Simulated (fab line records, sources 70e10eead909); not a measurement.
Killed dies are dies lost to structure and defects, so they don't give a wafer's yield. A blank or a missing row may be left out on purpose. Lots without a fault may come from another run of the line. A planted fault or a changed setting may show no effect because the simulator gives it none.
Chamber matching | flow nand_harc | NHARC_A_CONTACT_ETCH_75 on rie_diel-11: 4 sister chambers
The step etches the open film in CF4, target depth 39 nm, time 65 s. 4 wafers are shown with their chamber, then 9 later ones without.

WAFERS WITH THEIR CHAMBER
wafer  | chamber | showerhead_plenum_p_Torr (Torr)
L079.5 | 1       | 1.66
L089.2 | 0       | 1.86
L089.4 | 2       | 1.67
L089.5 | 3       | 1.83

WAFERS WITHOUT THEIR CHAMBER
wafer  | showerhead_plenum_p_Torr (Torr)
L090.1 | 1.67
L090.5 | 1.86
L090.6 | 1.83
L096.1 | 1.67
L096.4 | 1.65
L096.5 | 1.83
L097.1 | 1.65
L097.2 | 1.67
L097.3 | 1.83

WHICH CHAMBER EACH WENT THROUGH
wafer  | from the rows above | in truth
L090.1 | 2                   | 2
L090.5 | 0                   | 0
L090.6 | 3                   | 3
L096.1 | 2                   | 2
L096.4 | 1                   | 1
L096.5 | 3                   | 3
L097.1 | 1                   | 1
L097.2 | 2                   | 2
L097.3 | 3                   | 3
Placed correctly: 9 of 9. Can't be placed from these rows: 0. Placed wrongly: 0.
How it was worked out, from the rows above alone: a wafer's distance from a chamber is the root of the sum, over the readings, of the square of ((its reading less the chamber's mean) divided by the reading's scatter). The wafer belongs to the nearest chamber; if the next one is less than 2 further off, it can't be placed. A chamber's mean is the mean of its shown wafers. The scatter: with one shown wafer a chamber, the root of the mean of the squares of how far each hidden wafer lies from its nearest shown one.
